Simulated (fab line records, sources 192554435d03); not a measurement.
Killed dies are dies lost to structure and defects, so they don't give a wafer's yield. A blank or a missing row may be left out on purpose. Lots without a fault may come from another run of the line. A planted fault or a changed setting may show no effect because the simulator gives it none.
fab line records | flow n5_finfet
record lots=12 wafers=34 last_day=17
route steps=1938 shown FIN_CUT@167 PAD_METAL@1893 PASSIVATION@1906
lots that met no fault: from a run of the same line without faults
start_h: hours from the record's first day to the start of the lot's first wafer shown | wait_h: hours since the lot's step before | " the same as in the row above | L1.1+2: a row that stands for several wafers | - no value, or no start given | * or withheld: withheld | < > ~ a bound
route shown NAME@n: a module of which the file shows steps, and the number in the route of the first | usual: mean/standard deviation of fault-free wafers | same: alike in all rows | chamber/n: place in a boat | sites: the reading at each site | _std_site: their standard deviation | _edge_site: outer sites' mean less inner sites' | radius_mm: how far each site lies from the wafer's centre | mask NAME#n: copy n | behind: the tool/chamber that last shaped the wafer | hold: why the lot was held/for how many hours/how that ended | device: the transistor (n, p or np) that didn't switch | end of line: the same wafers' tests at the end of the route | a step without rows: its recipe alone | killed: dies lost to structure and defects at the first sort, not the wafer's yield | map: a wafer's dies, x killed, . not, _ none there
set.NAME: the setting as run; set.NAME@STEP: as run at that earlier step | model.NAME: the simulator's own value behind a step, which no gauge read
steps of the route over a sample of lots; a table a step, a row a wafer
services: from which hour (start_h, from the record's first day; less than 0 if before it) a tool's chamber was out of use, for how many hours, and why
## steps
# step N5_FIN_CUT_ETCH_30
# recipe chemistry=N2/H2 target=underlayer target_depth_a=130 mask_material=CAR-EUV time_s=10.4 ion_energy_ev=200 pressure_mtorr=30 source_w=840 bias_w=150 n2_flow_sccm=200 h2_flow_sccm=200 ends=cleared
# usual drypump_motor_current_A=5.9/0.45 etch_rf_on_time_s=10.6/0.4 h2_flow_sccm=199.9/0.6 oes_product_au=0.65/0.079 rf_vpp_V=524.2/2.2 showerhead_plenum_p_Torr=2.56/0.077 throttle_valve_pct=17.9/0.32
# columns lot.wafer tool chamber start_h wait_h drypump_motor_current_A etch_rf_on_time_s h2_flow_sccm oes_product_au rf_hours_counter_h rf_vpp_V showerhead_plenum_p_Torr throttle_valve_pct
L451.2 rie_diel-03 3 27.18 0.0 5.7 11.2 199.8 0.60 166 526.0 2.64 18.0
L451.4 " 0 " " 6.2 10.1 199.5 0.61 208 524.1 2.53 17.9
L451.5 " 0 " " 6.2 10.1 199.3 0.61 - 521.8 2.53 17.9
L452.1 rie_diel-03 0 32.65 0.0 6.2 10.2 200.3 0.61 211 522.1 2.52 17.9
L452.2 " 2 " " 6.6 10.9 199.7 0.58 218 525.1 2.59 17.8
L452.5 " 3 " " 5.7 11.1 201.4 0.60 - 525.1 2.64 18.0
L453.3 rie_diel-02 0 39.49 0.0 6.3 10.8 200.2 0.61 168 527.1 2.62 17.4
L453.5 " 3 " " 5.2 10.2 199.6 0.81 - 522.6 2.50 17.4
L453.6 " 0 " " 6.3 10.8 199.4 0.60 - 526.9 2.62 17.4
L455.2 rie_diel-03 2 53.45 0.0 6.6 10.8 201.2 0.58 225 526.0 2.59 17.8
L455.3 " 1 " " 5.7 10.3 199.7 0.67 134 520.7 2.41 17.8
L455.4 " 0 " " 6.2 10.1 199.8 0.61 217 523.7 2.52 17.9
L456.2 rie_diel-03 2 58.67 0.0 6.6 10.9 199.8 0.58 226 525.5 2.59 17.8
L456.3 " 3 " " 5.7 11.2 200.2 0.59 176 526.0 2.64 18.0
L456.6 " 2 " " 6.6 11.0 198.9 0.57 - 523.8 2.59 17.8
L457.3 rie_diel-02 3 62.31 0.0 5.3 10.2 200.8 0.79 13 522.5 2.49 17.5
L457.4 " 0 " " 6.2 10.7 200.4 0.61 176 527.0 2.61 17.4
L457.6 " 3 " " 5.3 10.2 199.7 0.79 - 523.2 2.49 17.5
L459.2 rie_diel-06 0 74.84 0.0 6.1 10.3 199.3 0.75 46 524.9 2.60 18.0
L459.3 " 1 " " 5.5 10.3 199.3 0.60 234 522.2 2.52 18.0
L466.1 rie_diel-03 2 116.78 0.0 6.6 10.9 199.4 0.56 245 525.7 2.58 17.8
L466.4 " 1 " " 5.7 10.4 200.3 0.66 153 520.5 2.40 17.8
L466.6 " 3 " " 5.7 11.1 199.1 0.58 - 525.4 2.63 18.0
L470.2 rie_diel-06 0 140.86 0.0 6.0 10.3 200.7 0.72 66 524.9 2.59 18.0
L470.3 " 3 " " 5.4 10.7 199.5 0.76 23 527.1 2.70 17.4
L472.1 rie_diel-02 0 153.80 0.0 6.3 10.7 199.2 0.59 201 526.9 2.60 17.5
L472.2 " 3 " " 5.2 10.5 199.3 0.73 40 523.0 2.48 17.5
L472.5 " 2 " " 6.1 10.9 199.8 0.58 - 522.0 2.53 18.6
L473.2 rie_diel-06 0 159.15 0.0 6.1 10.1 198.8 0.71 74 524.9 2.59 18.0
L473.4 " 1 " " 5.5 10.0 199.8 0.84 3 522.9 2.51 17.7
L473.6 " 1 " " 5.5 10.0 199.8 0.84 - 522.9 2.51 17.7
L474.3 rie_diel-02 2 164.92 0.0 6.1 10.9 200.5 0.57 248 524.1 2.53 18.6
L474.5 " 3 " " 5.2 10.4 200.4 0.73 - 521.9 2.48 17.5
L474.6 " 0 " " 6.2 10.8 201.0 0.58 - 526.6 2.60 17.5
# step N5_PASSIVATION_DEGAS_18
# recipe ambient=vacuum temp_c=300 time_s=60
# usual heater_power_w=449/36
# columns lot.wafer tool chamber start_h wait_h heater_power_w
L453.3 pvd_sputter-02 - 275.24 0.0 491
L453.5 " - " " 477
L453.6 " - " " 521
L452.1 pvd_sputter-01 - 279.56 0.3 446
L452.2 " - " " 458
L452.5 " - " " 458
L451.2 pvd_sputter-02 - 283.57 0.8 474
L451.4 " - " " 527
L451.5 " - " " 437
L455.2 pvd_sputter-02 - 297.49 0.1 518
L455.3 " - " " 480
L455.4 " - " " 427
L456.2 pvd_sputter-03 - 302.93 0.6 435
L456.3 " - " " 404
L456.6 " - " " 442
L457.3 pvd_sputter-03 - 307.25 0.7 441
L457.4 " - " " 448
L457.6 " - " " 438
L459.2 pvd_sputter-02 - 307.81 0.0 530
L459.3 " - " " 437
L466.1 pvd_sputter-03 - 364.29 1.4 456
L466.4 " - " " 404
L466.6 " - " " 449
L470.2 pvd_sputter-02 - 392.62 0.3 440
L470.3 " - " " 422
L474.3 pvd_sputter-03 - 407.71 0.1 423
L474.5 " - " " 401
L474.6 " - " " 437
L473.2 pvd_sputter-02 - 407.98 0.4 420
L473.4 " - " " 471
L473.6 " - " " 441
L472.1 pvd_sputter-02 - 408.72 0.4 436
L472.2 " - " " 524
L472.5 " - " " 523
# step N5_PASSIVATION_PRE_CLEAN_19
# recipe gas=H2/He time_s=* temp_c=*
# usual heater_power_w=449/36
# columns lot.wafer tool chamber start_h wait_h heater_power_w
L453.3 pvd_sputter-02 - 275.28 0.0 486
L453.5 " - " " 495
L453.6 " - " " 527
L452.1 pvd_sputter-01 - 279.60 0.0 459
L452.2 " - " " 450
L452.5 " - " " 449
L451.2 pvd_sputter-02 - 283.61 0.0 499
L451.4 " - " " 526
L451.5 " - " " 435
L455.2 pvd_sputter-02 - 297.53 0.0 516
L455.3 " - " " 473
L455.4 " - " " 439
L456.2 pvd_sputter-03 - 302.97 0.0 419
L456.3 " - " " 405
L456.6 " - " " 440
L457.3 pvd_sputter-03 - 307.29 0.0 440
L457.4 " - " " 449
L457.6 " - " " 435
L459.2 pvd_sputter-02 - 307.85 0.0 515
L459.3 " - " " 434
L466.1 pvd_sputter-03 - 364.33 0.0 453
L466.4 " - " " 399
L466.6 " - " " 463
L470.2 pvd_sputter-02 - 392.66 0.0 440
L470.3 " - " " 429
L474.3 pvd_sputter-03 - 407.75 0.0 439
L474.5 " - " " 403
L474.6 " - " " 441
L473.2 pvd_sputter-02 - 408.02 0.0 426
L473.4 " - " " 489
L473.6 " - " " 433
L472.1 pvd_sputter-02 - 408.76 0.0 437
L472.2 " - " " 525
L472.5 " - " " 525
# step N5_PASSIVATION_OVL_MEAS_63
# recipe points_per_wafer=44
# usual PAD_OVL=0/4.9
# columns lot.wafer tool chamber start_h wait_h PAD_OVL[nm]
L453.3 overlay-02 0 276.04 0.0 1
L453.5 " 0 " " 3
L453.6 " 0 " " 0
L452.1 overlay-02 0 280.24 0.0 -1
L452.2 " 0 " " 5
L452.5 " 0 " " -4
L451.2 overlay-02 0 284.39 0.0 -3
L451.4 " 0 " " -4
L451.5 " 0 " " -7
L455.2 overlay-01 0 298.17 0.0 11
L455.3 " 0 " " 14
L455.4 " 0 " " 13
L456.2 overlay-02 0 303.61 0.0 2
L456.3 " 0 " " -5
L456.6 " 0 " " 0
L457.3 overlay-02 0 308.06 0.0 1
L457.4 " 0 " " 4
L457.6 " 0 " " 0
L459.2 overlay-02 0 308.49 0.0 -1
L459.3 " 0 " " -3
L466.1 overlay-01 0 364.97 0.0 9
L466.4 " 0 " " 7
L466.6 " 0 " " 1
L470.2 overlay-01 0 393.31 0.0 -6
L470.3 " 0 " " -6
L474.3 overlay-01 0 408.51 0.0 5
L474.5 " 0 " " 6
L474.6 " 0 " " 6
L473.2 overlay-01 0 408.67 0.0 1
L473.4 " 0 " " 5
L473.6 " 0 " " 1
L472.1 overlay-02 0 409.40 0.0 -5
L472.2 " 0 " " 1
L472.5 " 0 " " -4
# step N5_PASSIVATION_PROBE_49
# usual defect_limited_yield=91.1/1.6 killed_at_M0_to_M3=35/11 killed_at_M4_up=13/5.4 killed_at_contacts=13/6.5 killed_at_front_end=40/14 killed_at_other=4/3.1 killed_dies=105/18 killed_open=69/14 killed_short=34/7.3 sort_bin_5_function=5.2/0.96 sort_bin_6_memory=3.4/0.77 sort_bin_8_speed=0.02/0.13 sort_n_pass=1075/19
# same gross_dies=1180 killed_at_back_side=0 sort_bin_4_leakage[%]=0
# columns lot.wafer tool chamber start_h wait_h defect_limited_yield[%] killed_at_M0_to_M3 killed_at_M4_up killed_at_contacts killed_at_front_end killed_at_other killed_dies killed_open killed_short sort_bin_5_function[%] sort_bin_6_memory[%] sort_bin_8_speed[%] sort_n_pass
L453.3 prober-01 - 281.69 0.1 93.9 31 12 5 21 3 72 46 20 4.2 1.7 0 1108
L453.5 prober-01 - 281.79 0.2 93.6 28 10 3 33 1 75 46 28 3.1 2.9 0 1105
L453.6 prober-01 - 281.84 0.3 91.5 40 3 14 35 8 100 62 38 5.2 2.8 0 1080
L452.1 prober-02 - 285.32 0.1 90.0 53 21 13 28 3 118 87 30 5.4 4.4 0 1062
L452.2 prober-02 - 285.37 0.2 90.4 43 16 7 43 4 113 70 41 5.5 3.9 0 1067
L452.5 prober-02 - 285.52 0.3 90.8 57 5 8 36 3 109 72 35 5.1 3.8 0 1071
L451.2 prober-01 - 289.68 0.1 90.3 58 13 9 32 3 115 66 45 5.3 4.0 0 1065
L451.4 prober-01 - 289.78 0.2 91.7 35 16 7 32 8 98 60 37 5.3 2.9 0 1082
L451.5 prober-01 - 289.83 0.2 92.1 20 11 11 46 5 93 57 29 4.7 2.6 0 1087
L455.2 prober-02 - 303.55 0.1 93.2 32 18 2 27 1 80 53 26 3.2 3.3 0 1100
L455.3 prober-02 - 303.60 0.1 93.7 37 8 2 26 1 74 42 32 3.4 2.8 0 1106
L455.4 prober-02 - 303.65 0.2 88.9 49 11 12 55 4 131 97 33 6.0 4.8 0 1049
L456.2 prober-02 - 308.50 0.1 90.8 30 13 24 38 3 108 73 34 4.2 4.4 0 1072
L456.3 prober-02 - 308.55 0.1 91.4 35 18 13 33 2 101 68 32 5.2 3.2 0 1079
L456.6 prober-02 - 308.70 0.3 92.5 34 11 8 32 3 88 57 31 4.8 2.4 0 1092
L459.2 prober-02 - 313.56 0.1 91.1 39 4 6 51 5 105 67 35 4.9 3.6 0 1075
L459.3 prober-02 - 313.61 0.1 90.0 40 3 17 46 12 118 73 45 6.0 3.6 0 1062
L457.3 prober-02 - 314.05 0.1 90.8 35 14 17 39 3 108 72 36 5.3 3.6 0 1072
L457.4 prober-02 - 314.10 0.2 90.8 42 12 14 35 6 109 71 30 5.0 3.3 0 1071
L457.6 prober-02 - 314.20 0.3 91.1 31 9 26 38 1 105 74 30 5.7 3.1 0 1075
L466.1 prober-01 - 369.98 0.0 81.6 37 15 9 154 2 217 63 28 11.4 4.4 0 963
L466.4 prober-01 - 370.13 0.2 83.1 48 10 14 121 6 199 70 40 10.9 4.2 0 981
L466.6 prober-01 - 370.23 0.3 85.0 41 9 14 112 1 177 62 32 9.4 3.3 0 1003
L470.2 prober-02 - 398.51 0.1 91.1 45 13 13 32 2 105 75 30 5.3 3.1 0 1075
L470.3 prober-02 - 398.56 0.1 90.8 52 16 11 28 1 108 76 30 4.7 3.9 0 1072
L473.2 prober-01 - 413.74 0.1 89.6 47 11 11 48 6 123 89 30 6.7 3.7 0 1057
L473.4 prober-01 - 413.84 0.2 90.4 35 12 8 53 5 113 71 39 5.6 3.4 0 1067
L473.6 prober-01 - 413.94 0.3 90.1 36 14 18 46 3 117 72 42 5.8 3.5 0 1063
L474.3 prober-02 - 413.90 0.1 88.7 29 21 11 72 0 133 93 35 6.2 4.5 0.34 1047
L474.5 prober-02 - 414.00 0.2 91.9 23 8 14 49 1 95 61 33 4.7 3.2 0 1085
L474.6 prober-02 - 414.05 0.3 91.8 16 20 10 43 8 97 74 21 4.9 3.2 0 1083
L472.1 prober-01 - 415.66 0.0 91.1 29 14 19 39 4 105 66 36 4.8 3.6 0 1075
L472.2 prober-01 - 415.71 0.1 92.4 35 9 5 39 2 90 64 26 4.5 3.0 0 1090
L472.5 prober-01 - 415.86 0.2 92.6 27 8 14 29 9 87 55 32 4.2 3.1 0 1093
# killed by level:class
L453.3 BEOL_M0_SAQP:geometric_particle:open=11 BEOL_M0_SAQP:geometric_particle:short=7 FIN_SAQP:geometric_particle:open=5 MOL_CONTACT_COAG:geometric_particle:open=4 BEOL_M1:geometric_particle:open=4 FIN_SAQP:geometric_particle:short=3 DUMMY_GATE:geometric_particle:open=3 BEOL_M2:geometric_particle:open=3
L453.5 BEOL_M0_SAQP:geometric_particle:short=9 BEOL_M2:geometric_particle:open=7 BEOL_M0_SAQP:geometric_particle:open=6 BEOL_M5:geometric_particle:open=5 STI_FIN_REVEAL:geometric_particle:open=5 FIN_SAQP:geometric_particle:open=4 STARTING-WAFER:geometric_particle:short=4 DUMMY_GATE:geometric_particle:open=3
L453.6 BEOL_M1:geometric_particle:open=13 MOL_CONTACT_COAG:geometric_particle:open=10 BEOL_M2:geometric_particle:open=7 STI_FIN_REVEAL:geometric_particle:open=6 FIN_SAQP:geometric_particle:open=5 ILD0:geometric_particle:short=5 BEOL_M0_SAQP:geometric_particle:open=5 BEOL_M0_SAQP:geometric_particle:short=5
L452.1 BEOL_M0_SAQP:geometric_particle:open=16 BEOL_M1:geometric_particle:open=14 MOL_CONTACT_COAG:geometric_particle:open=11 BEOL_M4:geometric_particle:open=11 BEOL_M3:geometric_particle:open=6 STI_FIN_REVEAL:geometric_particle:open=5 BEOL_M1:geometric_particle:short=5 BEOL_M0_SAQP:geometric_particle:short=4
L452.2 BEOL_M1:geometric_particle:open=9 BEOL_M0_SAQP:geometric_particle:short=8 MOL_CONTACT_COAG:geometric_particle:open=7 STI_FIN_REVEAL:geometric_particle:open=6 BEOL_M1:geometric_particle:short=6 DUMMY_GATE:geometric_particle:open=5 GATE_CUT:geometric_particle:open=5 GATE_CUT:geometric_particle:short=5
L452.5 BEOL_M0_SAQP:geometric_particle:open=21 BEOL_M0_SAQP:geometric_particle:short=17 BEOL_M2:geometric_particle:open=7 MOL_CONTACT_COAG:geometric_particle:open=6 BEOL_M1:geometric_particle:open=6 STI_FIN_REVEAL:geometric_particle:open=5 GATE_CUT:geometric_particle:open=5 GATE_CUT:geometric_particle:short=5
L451.2 BEOL_M0_SAQP:geometric_particle:open=21 BEOL_M0_SAQP:geometric_particle:short=21 STI_FIN_REVEAL:geometric_particle:open=12 MOL_CONTACT_COAG:geometric_particle:open=6 BEOL_M5:geometric_particle:open=6 GATE_CUT:geometric_particle:short=4 BEOL_M2:geometric_particle:open=4 FIN_SAQP:geometric_particle:short=3
L451.4 BEOL_M0_SAQP:geometric_particle:short=9 MOL_CONTACT_COAG:geometric_particle:open=7 BEOL_M0_SAQP:geometric_particle:open=6 FIN_SAQP:geometric_particle:open=5 FIN_SAQP:geometric_particle:short=5 DUMMY_GATE:geometric_particle:open=5 BEOL_M1:geometric_particle:open=5 BEOL_M3:geometric_particle:open=5
L451.5 STI_FIN_REVEAL:geometric_particle:open=8 MOL_CONTACT_COAG:geometric_particle:open=8 FIN_SAQP:geometric_particle:open=7 BEOL_M4:geometric_particle:open=7 BEOL_M0_SAQP:geometric_particle:open=6 GATE_CUT:geometric_particle:short=5 ILD0:geometric_particle:short=4 BEOL_M3:geometric_particle:open=4
L455.2 BEOL_M4:geometric_particle:open=14 BEOL_M2:geometric_particle:open=10 FIN_SAQP:geometric_particle:short=6 BEOL_M3:geometric_particle:open=5 STARTING-WAFER:geometric_particle:short=5 STI_FIN_REVEAL:geometric_particle:open=4 DUMMY_GATE:geometric_particle:open=4 BEOL_M0_SAQP:geometric_particle:open=4
L455.3 BEOL_M0_SAQP:geometric_particle:short=17 BEOL_M0_SAQP:geometric_particle:open=8 DUMMY_GATE:geometric_particle:open=6 FIN_SAQP:geometric_particle:open=5 STI_FIN_REVEAL:geometric_particle:open=4 BEOL_M4:geometric_particle:open=4 FIN_SAQP:geometric_particle:short=3 BEOL_M2:geometric_particle:open=3
L455.4 STI_FIN_REVEAL:geometric_particle:open=19 BEOL_M0_SAQP:geometric_particle:open=18 MOL_CONTACT_COAG:geometric_particle:open=10 BEOL_M0_SAQP:geometric_particle:short=9 FIN_SAQP:geometric_particle:open=8 BEOL_M2:geometric_particle:open=7 BEOL_M3:geometric_particle:open=7 DUMMY_GATE:geometric_particle:open=6
L456.2 MOL_CONTACT_COAG:geometric_particle:open=20 FIN_SAQP:geometric_particle:open=14 FIN_SAQP:geometric_particle:short=11 BEOL_M1:geometric_particle:open=11 BEOL_M1:geometric_particle:short=7 BEOL_M4:geometric_particle:open=6 BEOL_M3:geometric_particle:open=5 MOL_CONTACT_COAG:geometric_particle:short=4
L456.3 BEOL_M1:geometric_particle:open=14 BEOL_M4:geometric_particle:open=11 MOL_CONTACT_COAG:geometric_particle:open=10 STI_FIN_REVEAL:geometric_particle:open=8 FIN_SAQP:geometric_particle:open=7 BEOL_M2:geometric_particle:open=6 BEOL_M1:geometric_particle:short=6 FIN_SAQP:geometric_particle:short=5
L456.6 BEOL_M1:geometric_particle:open=11 FIN_SAQP:geometric_particle:open=8 DUMMY_GATE:geometric_particle:open=6 MOL_CONTACT_COAG:geometric_particle:open=6 BEOL_M0_SAQP:geometric_particle:open=5 BEOL_M1:geometric_particle:short=5 STARTING-WAFER:geometric_particle:open=5 BEOL_M0:geometric_particle:open=4
L459.2 BEOL_M0_SAQP:geometric_particle:open=14 STI_FIN_REVEAL:geometric_particle:open=12 FIN_SAQP:geometric_particle:open=10 BEOL_M0_SAQP:geometric_particle:short=10 FIN_SAQP:geometric_particle:short=8 GATE_CUT:geometric_particle:short=8 BEOL_M3:geometric_particle:open=7 MOL_CONTACT_COAG:geometric_particle:open=5
L459.3 MOL_CONTACT_COAG:geometric_particle:open=11 BEOL_M1:geometric_particle:open=10 GATE_CUT:geometric_particle:short=9 BEOL_M2:geometric_particle:open=8 FIN_SAQP:geometric_particle:open=6 STI_FIN_REVEAL:geometric_particle:open=6 GATE_CUT:geometric_particle:open=6 MOL_CONTACT_COAG:geometric_particle:short=6
L457.3 MOL_CONTACT_COAG:geometric_particle:open=13 STI_FIN_REVEAL:geometric_particle:open=12 BEOL_M2:geometric_particle:open=12 FIN_SAQP:geometric_particle:short=7 BEOL_M1:geometric_particle:open=5 BEOL_M5:geometric_particle:open=5 STI_FIN_REVEAL:geometric_particle:short=4 BEOL_M0_SAQP:geometric_particle:short=4
L457.4 BEOL_M2:geometric_particle:open=16 MOL_CONTACT_COAG:geometric_particle:open=10 STI_FIN_REVEAL:geometric_particle:open=7 BEOL_M0_SAQP:geometric_particle:open=7 HKMG_FIN:area_etch=7 BEOL_M0_SAQP:geometric_particle:short=5 MOL_CONTACT_COAG:geometric_particle:short=4 BEOL_M2:geometric_particle:short=4
L457.6 MOL_CONTACT_COAG:geometric_particle:open=21 BEOL_M2:geometric_particle:open=11 FIN_SAQP:geometric_particle:open=9 STI_FIN_REVEAL:geometric_particle:open=5 BEOL_M3:geometric_particle:open=5 MOL_CONTACT_COAG:geometric_particle:short=5 STARTING-WAFER:geometric_particle:short=5 GATE_CUT:geometric_particle:open=4
L466.1 FIN_CUT:unspecified=123 BEOL_M0_SAQP:geometric_particle:open=13 BEOL_M1:geometric_particle:open=9 BEOL_M5:geometric_particle:open=8 FIN_SAQP:geometric_particle:short=7 MOL_CONTACT_COAG:geometric_particle:open=6 BEOL_M3:geometric_particle:open=6 FIN_SAQP:geometric_particle:open=5
L466.4 FIN_CUT:unspecified=88 BEOL_M0_SAQP:geometric_particle:open=13 MOL_CONTACT_COAG:geometric_particle:open=12 BEOL_M0_SAQP:geometric_particle:short=11 FIN_SAQP:geometric_particle:short=10 BEOL_M2:geometric_particle:open=10 BEOL_M3:geometric_particle:open=8 FIN_SAQP:geometric_particle:open=6
L466.6 FIN_CUT:unspecified=80 BEOL_M0_SAQP:geometric_particle:short=12 MOL_CONTACT_COAG:geometric_particle:open=11 BEOL_M0_SAQP:geometric_particle:open=10 STI_FIN_REVEAL:geometric_particle:open=8 BEOL_M1:geometric_particle:open=6 BEOL_M3:geometric_particle:open=5 BEOL_M4:geometric_particle:open=5
L470.2 MOL_CONTACT_COAG:geometric_particle:open=10 BEOL_M0_SAQP:geometric_particle:short=10 BEOL_M3:geometric_particle:open=9 BEOL_M0_SAQP:geometric_particle:open=8 BEOL_M2:geometric_particle:open=8 STI_FIN_REVEAL:geometric_particle:open=7 FIN_SAQP:geometric_particle:open=6 BEOL_M1:geometric_particle:open=6
L470.3 BEOL_M0_SAQP:geometric_particle:open=16 BEOL_M0_SAQP:geometric_particle:short=13 MOL_CONTACT_COAG:geometric_particle:open=11 BEOL_M3:geometric_particle:open=8 BEOL_M4:geometric_particle:open=8 FIN_SAQP:geometric_particle:open=7 BEOL_M1:geometric_particle:open=6 FIN_SAQP:geometric_particle:short=5
L473.2 STI_FIN_REVEAL:geometric_particle:open=19 BEOL_M2:geometric_particle:open=19 MOL_CONTACT_COAG:geometric_particle:open=9 DUMMY_GATE:geometric_particle:open=8 BEOL_M0_SAQP:geometric_particle:open=7 BEOL_M3:geometric_particle:open=6 FIN_SAQP:geometric_particle:short=5 BEOL_M0_SAQP:geometric_particle:short=5
L473.4 STI_FIN_REVEAL:geometric_particle:open=13 FIN_SAQP:geometric_particle:short=11 BEOL_M0_SAQP:geometric_particle:open=9 DUMMY_GATE:geometric_particle:open=8 FIN_SAQP:geometric_particle:open=7 MOL_CONTACT_COAG:geometric_particle:open=7 BEOL_M0_SAQP:geometric_particle:short=6 BEOL_M3:geometric_particle:short=5
L474.3 STI_FIN_REVEAL:geometric_particle:open=25 FIN_SAQP:geometric_particle:open=17 FIN_SAQP:geometric_particle:short=11 BEOL_M4:geometric_particle:open=11 MOL_CONTACT_COAG:geometric_particle:open=10 DUMMY_GATE:geometric_particle:open=5 BEOL_M1:geometric_particle:short=5 BEOL_M1:geometric_particle:open=5
L473.6 STI_FIN_REVEAL:geometric_particle:open=15 MOL_CONTACT_COAG:geometric_particle:open=14 BEOL_M0_SAQP:geometric_particle:short=8 BEOL_M0_SAQP:geometric_particle:open=6 BEOL_M3:geometric_particle:short=6 DUMMY_GATE:geometric_particle:open=5 FIN_SAQP:geometric_particle:short=4 GATE_CUT:geometric_particle:open=4
L474.5 FIN_SAQP:geometric_particle:open=18 MOL_CONTACT_COAG:geometric_particle:open=10 BEOL_M1:geometric_particle:short=9 DUMMY_GATE:geometric_particle:open=6 STARTING-WAFER:geometric_particle:open=6 FIN_SAQP:geometric_particle:short=5 BEOL_M1:geometric_particle:open=5 STARTING-WAFER:geometric_particle:short=5
L474.6 FIN_SAQP:geometric_particle:open=17 DUMMY_GATE:geometric_particle:open=11 BEOL_M4:geometric_particle:open=10 MOL_CONTACT_COAG:geometric_particle:open=8 FIN_SAQP:geometric_particle:short=5 BEOL_M3:geometric_particle:open=5 PAD_METAL:geometric_particle:open=4 BEOL_M0:geometric_particle:open=3
L472.1 MOL_CONTACT_COAG:geometric_particle:open=16 FIN_SAQP:geometric_particle:open=8 STI_FIN_REVEAL:geometric_particle:open=8 BEOL_M0_SAQP:geometric_particle:short=8 GATE_CUT:geometric_particle:short=6 BEOL_M0_SAQP:geometric_particle:open=6 BEOL_M3:geometric_particle:open=5 BEOL_M4:geometric_particle:short=5
L472.2 BEOL_M0_SAQP:geometric_particle:open=9 BEOL_M3:geometric_particle:open=9 FIN_SAQP:geometric_particle:open=7 DUMMY_GATE:geometric_particle:open=7 BEOL_M0_SAQP:geometric_particle:short=7 BEOL_M2:geometric_particle:open=6 MOL_CONTACT_COAG:geometric_particle:open=5 DUMMY_GATE:geometric_particle:short=4
L472.5 MOL_CONTACT_COAG:geometric_particle:open=10 BEOL_M0_SAQP:geometric_particle:short=7 GATE_CUT:geometric_particle:short=6 BEOL_M0_SAQP:geometric_particle:open=6 STI_FIN_REVEAL:geometric_particle:open=5 BEOL_M3:geometric_particle:open=5 BEOL_M4:geometric_particle:open=5 PAD_METAL:geometric_particle:open=5
## services
# columns tool chamber start_h hours kind
rie_diel-06 - 14.93 7.7 repair
rie_diel-06 1 37.09 11.4 repair
rie_diel-03 1 38.14 5.2 repair
rie_diel-06 - 39.86 0.6 repair
rie_diel-03 - 41.84 0.5 repair
rie_diel-02 2 45.01 8.6 repair
rie_diel-06 1 63.75 8.0 repair
rie_diel-03 3 88.50 7.6 repair
pvd_sputter-01 - 113.29 2.6 repair
pvd_sputter-01 - 116.88 4.3 repair
rie_diel-03 2 135.89 - clean
rie_diel-03 2 135.89 - consumable_replace:focus_ring
rie_diel-03 2 135.89 17.7 scheduled_down
rie_diel-03 2 135.89 17.7 vent_cycle
rie_diel-02 - 142.37 0.3 repair
rie_diel-06 1 268.83 5.7 repair
rie_diel-03 0 288.35 3.7 repair
rie_diel-06 - 351.47 2.8 pm
pvd_sputter-03 - 355.57 0.7 repair
pvd_sputter-02 - 365.16 1.1 repair
rie_diel-06 - 371.00 14.6 pm
rie_diel-02 0 376.49 31.0 repair
pvd_sputter-03 - 378.37 1.7 repair
pvd_sputter-01 - 391.20 6.7 repair
## key
first_sign step=N5_PASSIVATION_PROBE_49 reading=killed_at_front_end direction=up sigmas=6.4 usual=40 struck=129
effect step=N5_PASSIVATION_PROBE_49 reading=defect_limited_yield direction=down sigmas=5 usual=91.1 struck=83.2
more_kills_born_at N5_FIN_CUT_ETCH_30@rie_diel-03=291
met_at N5_FIN_CUT_ETCH_30
struck_lots L466
not_acting_at N5_PASSIVATION_DEGAS_18,N5_PASSIVATION_PRE_CLEAN_19,N5_PASSIVATION_OVL_MEAS_63
onset_between 58.67 116.78
earlier_fault kind=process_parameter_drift tool=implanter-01 chamber=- onset_h=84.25 steps=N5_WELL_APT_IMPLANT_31 channel=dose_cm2 offset=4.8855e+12 shape=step end_h=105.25 acts_in=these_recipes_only stated=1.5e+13
fault kind=chamber_particle_source tool=rie_diel-03 chamber=- onset_h=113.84 steps=N5_FIN_CUT_ETCH_30 rate_per_visit_cm2=0.99404 end_h=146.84
